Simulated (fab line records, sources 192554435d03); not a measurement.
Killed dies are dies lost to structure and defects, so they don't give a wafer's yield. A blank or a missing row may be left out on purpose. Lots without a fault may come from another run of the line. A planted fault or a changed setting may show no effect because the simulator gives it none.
Chamber matching | flow n5_finfet | N5_BEOL_M1_ETCHBACK_99 on rie_diel-04: 4 sister chambers
The step etches SiO2 in CHF3, target depth 5 nm, time 10.4 s. 4 wafers are shown with their chamber, then 7 later ones without.

WAFERS WITH THEIR CHAMBER
wafer  | chamber | showerhead_plenum_p_Torr (Torr)
L087.2 | 2       | 2.21
L087.5 | 1       | 2.24
L088.1 | 3       | 2.11
L088.4 | 0       | 2.24

WAFERS WITHOUT THEIR CHAMBER
wafer  | showerhead_plenum_p_Torr (Torr)
L088.5 | 2.24
L092.2 | 2.23
L092.4 | 2.21
L092.5 | 2.11
L076.2 | 2.24
L076.3 | 2.23
L076.5 | 2.21

WHICH CHAMBER EACH WENT THROUGH
wafer  | from the rows above          | in truth
L088.5 | can't be placed: 0 or 1      | 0
L092.2 | can't be placed: 0 or 1 or 2 | 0
L092.4 | 2                            | 2
L092.5 | 3                            | 3
L076.2 | can't be placed: 0 or 1      | 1
L076.3 | can't be placed: 0 or 1 or 2 | 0
L076.5 | 2                            | 2
Placed correctly: 3 of 7. Can't be placed from these rows: 4 (the true chamber is among the candidates in 4). Placed wrongly: 0.
How it was worked out, from the rows above alone: a wafer's distance from a chamber is the root of the sum, over the readings, of the square of ((its reading less the chamber's mean) divided by the reading's scatter). The wafer belongs to the nearest chamber; if the next one is less than 2 further off, it can't be placed. A chamber's mean is the mean of its shown wafers. The scatter: with one shown wafer a chamber, the root of the mean of the squares of how far each hidden wafer lies from its nearest shown one.
